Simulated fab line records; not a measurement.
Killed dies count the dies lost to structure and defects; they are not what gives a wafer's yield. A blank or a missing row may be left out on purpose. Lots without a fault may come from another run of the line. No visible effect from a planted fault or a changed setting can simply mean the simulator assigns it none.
Lot-split experiment -- flow n5Finfet -- 21 wafers read from 7 lots, route of 1938 steps

== ABOUT THE SPLIT ==
At N5_BEOL_M11_COAT_22 (resist thk 90 nm), the setting spinRpm was moved away from the recipe's 1500 rpm on 5 of the 21 wafers read, by -8.1% to +10.7%. The other wafers ran this setting at the recipe's value.

== FROM THE SPLIT TO THE READING: what the file shows between them, 4 steps ==
- N5_BEOL_M11_EBR_24
- N5_BEOL_M11_SOFTBAKE_23: time 60 s
- N5_BEOL_M11_EXPOSE_25: exposes mask V10
- N5_BEOL_M11_PEB_26: peb time 60 s

== THE READING ==
CAR-ArF_of_BEOL_M11_COAT_22.thkNm (the simulator's own value, which no gauge read), in nm, at N5_BEOL_M11_DEVELOP_27 (develop time 30 s). The file gives no usual value for it. Here, 16 wafers ran the recipe; their average is 88.3 nm with a standard deviation of 0.29 nm.

wafer,"tool, chamber at the split","spinRpm as run, rpm",against the recipe,"CAR-ArF_of_BEOL_M11_COAT_22.thkNm, nm",against lot-mates on the recipe
L074.2,"lithoTrack-04, 0",1500,recipe,88.6,-
L074.4,"lithoTrack-04, 0",1500,recipe,88.6,-
L074.3,"lithoTrack-04, 0",1378,-8.1%,92.6,+4.0
L080.2,"lithoTrack-04, 0",1500,recipe,88.6,-
L080.3,"lithoTrack-04, 0",1500,recipe,88.2,-
L080.6,"lithoTrack-04, 0",1500,recipe,88.4,-
L082.4,"lithoTrack-01, 0",1500,recipe,88.4,-
L082.5,"lithoTrack-01, 0",1500,recipe,88.2,-
L082.6,"lithoTrack-01, 0",1619,+7.9%,85,-3.3
L086.1,"lithoTrack-02, 0",1500,recipe,87.8,-
L086.4,"lithoTrack-02, 0",1500,recipe,87.8,-
L086.5,"lithoTrack-02, 0",1500,recipe,88,-
L089.1,"lithoTrack-04, 0",1500,recipe,88.6,-
L089.4,"lithoTrack-04, 0",1500,recipe,88.6,-
L089.6,"lithoTrack-04, 0",1500,recipe,88.6,-
L091.1,"lithoTrack-02, 0",1500,recipe,88,-
L091.4,"lithoTrack-02, 0",1500,recipe,88,-
L091.6,"lithoTrack-02, 0",1660,+10.7%,83.6,-4.4
L093.3,"lithoTrack-04, 0",1451,-3.3%,89.8,+1.6
L093.4,"lithoTrack-04, 0",1500,recipe,88.2,-
L093.6,"lithoTrack-04, 0",1451,-3.3%,90,+1.8

FIT RESULTS
A straight line over all 21 wafers: CAR-ArF_of_BEOL_M11_COAT_22.thkNm changes by -0.462 nm for each +1% of spinRpm; r = -0.98; the points scatter about the line by 0.31 nm.
The same after taking each lot's own level away (the mean of its wafers on the recipe; 21 wafers): -0.443 nm for each +1%; r = -1.00; scatter 0.16 nm.
On that fit, the largest move of spinRpm shifts the reading by 4.7 nm.
From 87.87 to 88.60 nm: that is the span of the lots' own levels, equal to 2.5 times the standard deviation above.
So the lot-to-lot level changes the slope little: the two slopes agree.
Check: with one of the wafers moved furthest among these (+10.7%) left out of the fit, the line predicts -4.88 nm for it against its lot-mates. It came out at -4.4 nm against them.

== THE WHOLE CHAIN: every reading that the file lists as answering this split, in the file's order ==
step,what it does,reading,change (the file's fit),r (the file's)
N5_BEOL_M11_COAT_22,resist thk 90 nm,"CAR-ArF_of_BEOL_M11_COAT_22.thkNm (the simulator's own value, which no gauge read)",-0.455 nm for each +1% of the setting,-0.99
N5_BEOL_M11_DEVELOP_27,develop time 30 s,"CAR-ArF_of_BEOL_M11_COAT_22.thkNm (the simulator's own value, which no gauge read)",-0.439 nm for each +1% of the setting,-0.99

== FILE'S OWN FIT ==
CAR-ArF_of_BEOL_M11_COAT_22.thkNm changes by -0.439 nm for each +1% of spinRpm, r = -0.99.
